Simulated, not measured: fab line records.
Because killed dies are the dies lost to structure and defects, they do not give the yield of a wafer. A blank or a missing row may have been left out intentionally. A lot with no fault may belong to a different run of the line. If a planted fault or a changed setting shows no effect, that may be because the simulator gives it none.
Which of the tools did it? -- flow nandHarc -- Sampling: 14 lots, 42 wafers, 5 of 1159 route steps

== WHAT THE GAUGES READ, wafer by wafer ==
NHARC_A_ZERO_WELL_CD_MEAS_10 targets a cd of 2000 nm. Usual: cdNm reads 1999.8 nm (standard deviation 1.8).
lot,measured,on,cdNm (nm),flag
L713,day 6 14:01,cdSem-02,1998.6 2000.9 1998.1,
L714,day 6 14:55,cdSem-03,2000.3 1998.6 2003.0,
L715,day 6 21:10,cdSem-03,1998.0 1997.5 1997.9,
L717,day 7 09:25,cdSem-01,1996.6 1999.2 1999.2,
L719,day 8 00:06,cdSem-01,2000.0 2002.3 1999.1,
L720,day 8 10:32,cdSem-02,1996.5 1999.8 1999.5,
L723,day 9 00:53,cdSem-01,1999.8 1999.4 1999.9,
L724,day 9 04:54,cdSem-03,2001.5 2001.5 1998.8,
L725,day 9 19:26,cdSem-02,1998.9 1999.5 2001.8,
L732,day 11 02:43,cdSem-03,2003.8 2002.7 2003.9,
L733,day 11 13:22,cdSem-02,1998.5 2001.2 1999.2,
L734,day 11 14:00,cdSem-01,2000.6 2004.4 1997.3,
L735,day 12 03:56,cdSem-01,1998.6 1997.9 2001.2,
L736,day 12 04:58,cdSem-02,2001.4 1997.7 2000.7,

NHARC_A_ZERO_WELL_INSPECT_17. Usual: rawDefectCount reads 12 (standard deviation 6.5).
lot,measured,on,rawDefectCount,flag
L713,day 6 15:31,defectInspect-02,8 5 9,
L714,day 6 16:23,defectInspect-02,19 14 15,
L715,day 6 22:40,defectInspect-01,12 11 27,
L717,day 7 10:53,defectInspect-01,8 7 7,
L719,day 8 01:35,defectInspect-02,10 10 6,
L720,day 8 12:01,defectInspect-02,10 13 6,
L723,day 9 02:23,defectInspect-01,8 9 13,
L724,day 9 06:23,defectInspect-02,11 13 3,
L725,day 9 20:57,defectInspect-02,8 9 15,
L732,day 11 04:12,defectInspect-01,21 6 23,
L733,day 11 14:49,defectInspect-02,4 8 8,
L734,day 11 15:28,defectInspect-02,7 12 11,
L735,day 12 05:31,defectInspect-02,29 32 27,
L736,day 12 06:28,defectInspect-02,6 10 7,

NHARC_A_ONON_D1_THK_MEAS_11: measures by ellipsometry. Usual: thkNm reads 1001 nm (standard deviation 10).
lot,measured,on,thkNm (nm),flag
L713,day 7 14:22,filmMetro-01,994 993 994,
L714,day 7 14:23,filmMetro-02,997 995 994,
L715,day 7 21:32,filmMetro-01,1009 1010 1011,
L717,day 8 12:02,filmMetro-02,997 999 997,
L719,day 8 22:49,filmMetro-02,1002 1003 1002,
L720,day 9 11:19,filmMetro-01,992 994 995,
L723,day 10 03:59,filmMetro-02,1007 1010 1008,
L724,day 10 03:59,filmMetro-01,992 992 991,
L725,day 10 20:40,filmMetro-02,975 975 972,
L732,day 12 06:08,filmMetro-02,1067 993 1067,OFF
L733,day 12 15:05,filmMetro-02,1068 996 1067,OFF
L734,day 12 14:51,filmMetro-01,997 997 995,
L735,day 13 07:22,filmMetro-01,983 985 986,
L736,day 13 07:23,filmMetro-02,1020 1020 1020,

== WHICH TOOL RAN EACH LOT (tool, then ch and the chambers of the sampled wafers, then the start) ==
lot,NHARC_P_BONDPAD_DESCUM_11,NHARC_A_ONON_D1_DEP_09
L713,"rieDiel-01 ch 0,1, day 6 09:56","pecvdOnon-02 ch 0, day 7 13:51"
L714,"rieDiel-06 ch 1,2, day 6 10:55","pecvdOnon-01 ch 0, day 7 13:52"
L715,"rieDiel-08 ch 1,3, day 6 17:11","pecvdOnon-02 ch 0, day 7 21:01"
L717,"rieDiel-01 ch 2,3, day 7 05:19","pecvdOnon-01 ch 0, day 8 11:29"
L719,"rieDiel-01 ch 0,1,2, day 7 20:12","pecvdOnon-01 ch 0, day 8 22:18"
L720,"rieDiel-06 ch 0,3, day 8 06:37","pecvdOnon-02 ch 0, day 9 10:48"
L723,"rieDiel-01 ch 1,2, day 8 20:47","pecvdOnon-01 ch 0, day 10 03:28"
L724,"rieDiel-01 ch 0,1,3, day 9 01:08","pecvdOnon-02 ch 0, day 10 03:29"
L725,"rieDiel-01 ch 0,1,2, day 9 15:34","pecvdOnon-02 ch 0, day 10 20:10"
L732,"rieDiel-01 ch 0,2,3, day 10 22:51","pecvdOnon-02 ch 0, day 12 05:38"
L733,"rieDiel-01 ch 0,2, day 11 09:22","pecvdOnon-02 ch 0, day 12 14:41"
L734,"rieDiel-01 ch 1,2, day 11 10:12","pecvdOnon-01 ch 0, day 12 14:27"
L735,"rieDiel-01 ch 0,3, day 12 00:03","pecvdOnon-03 ch 0, day 13 06:51"
L736,"rieDiel-01 ch 0,2,3, day 12 00:55","pecvdOnon-01 ch 0, day 13 06:51"
- NHARC_P_BONDPAD_DESCUM_11: chemistry O2, time 3 s.
- NHARC_A_ONON_D1_DEP_09: target thk 1000 nm.

== AS READ BY THE TOOLS THEMSELVES (means over the sampled wafers that have a number; for cases with no such wafer, the mark the record gives instead) ==
NHARC_P_BONDPAD_DESCUM_11. Usual: drypumpMotorCurrentA 5.7 A, standard deviation 0.56; oesProductAu 1.002 a.u., standard deviation 0.0092; rfVppV 57.6 V, standard deviation 0.78; showerheadPlenumPTorr 1.87 Torr, standard deviation 0.062; throttleValvePct 11.311 %, standard deviation 0.0088.
lot,tool,drypumpMotorCurrentA (A),oesProductAu (a.u.),rfVppV (V),showerheadPlenumPTorr (Torr),throttleValvePct (%),flag
L713,rieDiel-01,6.2,1.013,57.1,1.87,11.311,
L714,rieDiel-06,5.9,1.015,57.9,1.99,11.326,
L715,rieDiel-08,6.1,0.999,58.2,1.98,11.315,
L717,rieDiel-01,5.6,1.011,57.6,1.84,11.316,
L719,rieDiel-01,5.6,0.995,57.9,1.85,11.313,
L720,rieDiel-06,5.5,1.002,58.2,1.93,11.314,
L723,rieDiel-01,5.6,1.003,57.0,1.87,11.309,
L724,rieDiel-01,5.9,1.000,57.5,1.84,11.310,
L725,rieDiel-01,5.6,1.000,58.2,1.85,11.317,
L732,rieDiel-01,5.4,1.007,56.5,1.83,11.303,
L733,rieDiel-01,5.2,0.999,57.5,1.84,11.309,
L734,rieDiel-01,6.1,1.004,58.1,1.88,11.313,
L735,rieDiel-01,5.7,1.015,57.5,1.81,11.316,
L736,rieDiel-01,5.4,1.003,57.3,1.83,11.320,

NHARC_A_ONON_D1_DEP_09. Usual: nh3FlowSccm reads 499.9 sccm (standard deviation 1.4).
lot,tool,nh3FlowSccm (sccm),flag
L713,pecvdOnon-02,499.7,
L714,pecvdOnon-01,501.0,
L715,pecvdOnon-02,499.0,
L717,pecvdOnon-01,501.4,
L719,pecvdOnon-01,500.4,
L720,pecvdOnon-02,499.4,
L723,pecvdOnon-01,500.7,
L724,pecvdOnon-02,499.3,
L725,pecvdOnon-02,498.0,
L732,pecvdOnon-02,499.3,
L733,pecvdOnon-02,498.8,
L734,pecvdOnon-01,499.5,
L735,pecvdOnon-03,500.8,
L736,pecvdOnon-01,499.2,

== THE ANSWER, worked out from the rows above alone ==
Rule: lot off if the mean of its wafers having a number is beyond 3 standard deviations from the usual mean. Also off: a lot with no number at a reading for which 4 or more lots have one. All remaining lots with rows at the step are treated as sound. The gauges are gone through in route order, then the tools' own readings, and for those a lot's mean is taken as printed above. The first step at which some lot is off is used, and at that step the reading that is off furthest; a lot without a number counts as furthest.
Off, at NHARC_A_ONON_D1_THK_MEAS_11 on thkNm: L732, L733.
If a tool, at a process step before that reading, ran all the lots that are off and no sound lot after the first of them, it fits. The gauges at NHARC_A_ONON_D1_THK_MEAS_11 are tried like those tools. One fits: NHARC_A_ONON_D1_DEP_09 on pecvdOnon-02. A fault onset in the window from L725 (day 10 20:10, its last sound lot) to L732 (day 12 05:38, its first lot off) fits.

== WHAT WAS PUT IN BY THE SIMULATOR ==
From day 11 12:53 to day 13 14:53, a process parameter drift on pecvdOnon-02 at NHARC_A_ONON_D1_DEP_09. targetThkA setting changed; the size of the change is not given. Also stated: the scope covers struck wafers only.
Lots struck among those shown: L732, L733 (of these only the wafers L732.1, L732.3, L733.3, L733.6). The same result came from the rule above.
